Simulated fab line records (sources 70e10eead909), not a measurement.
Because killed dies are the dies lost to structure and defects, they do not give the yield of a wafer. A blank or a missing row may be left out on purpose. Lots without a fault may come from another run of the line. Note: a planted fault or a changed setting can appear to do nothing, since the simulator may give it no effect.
Struck lot and sound lot, side by side / flow nandHarc / 14 steps out of a route of 1302
Sound: these wafers, L702.1, L702.4, L702.6. Wafers L693.1, L693.3, L693.4 were the ones struck. The cause is given at the end.
Per side, at each step with rows, come the tool, then ch with its chambers, and then its first start. Under that, the readings that differ: sound wafers / struck wafers / difference of the means / sigmas: that difference in standard deviations of wafers without a fault.
alike: a reading whose means differ by less than 2 such deviations, as well as words and numbers matching on both sides. not compared: withheld readings; readings where some wafer has no value; bounds like >300 that might hide an equal value; numbers whose values overlap and for which the record gives no deviation.
The two part at a step that has a row with sigmas, a row that says differs or no value, or rows on one side only. Numbers that have no deviation but don't overlap get no sigmas and don't part them. A reading missing from all wafers of one side parts the sides only when that side holds two or more wafers.

NHARC_A_STAIRCASE_STRIP_254: strips in O2.
  sound on plasmaAsher-01 ch 0,1, day 24 06:21; struck on plasmaAsher-01 ch 0,1, day 20 02:40
  alike: drypumpMotorCurrentA, heaterPowerW
  not compared: rfHoursCounterH
then, 3 steps without rows for these wafers: NHARC_A_STAIRCASE_STRIP_255 (strips in SPM, time 900 s); NHARC_A_STAIRCASE_PRECLEAN_256 (cleans in SC1); NHARC_A_STAIRCASE_SRD_257.
NHARC_A_STAIRCASE_HM_DEP_456: deposits aC, target thk 3100 nm.
  sound on aclDep-01 ch 0, day 24 09:38; struck on aclDep-01 ch 0, day 20 05:54
  alike: throttleValvePct
NHARC_A_STAIRCASE_DEP_259: deposits SiON, target thk 30 nm.
  sound on pecvd-02 ch 0,1, day 24 11:34; struck on pecvd-01 ch 1,2, day 20 07:46
reading=heaterPowerW (W); sound=614 613 650; struck=771 983 941; difference=+273; sigmas=+3
then, 6 steps without rows for these wafers: NHARC_A_STAIRCASE_DEHYDRATE_260 (time 120 s); NHARC_A_STAIRCASE_HMDS_261 (time 30 s); NHARC_A_STAIRCASE_COAT_262; NHARC_A_STAIRCASE_SOFTBAKE_263 (time 170 s); NHARC_A_STAIRCASE_EBR_264; NHARC_A_STAIRCASE_EXPOSE_265 (exposes mask CHOP 200).
NHARC_A_STAIRCASE_PEB_266: peb time 130 s.
  sound on lithoTrack-05 ch 0, day 24 12:10; struck on lithoTrack-07, day 20 08:26
  no value came back on the struck wafers for chillPlateTempC (C), exhaustPa (Pa); on the sound wafers chillPlateTempC (C) reads 23.12 23.04 23.02
then, 1 step without rows for these wafers: NHARC_A_STAIRCASE_DEVELOP_267 (time 140 s).

== WHERE THEY PART ==
First at NHARC_A_STAIRCASE_DEP_259; last, within this record, at NHARC_A_STAIRCASE_PEB_266.

WHY: whatever the simulator had introduced
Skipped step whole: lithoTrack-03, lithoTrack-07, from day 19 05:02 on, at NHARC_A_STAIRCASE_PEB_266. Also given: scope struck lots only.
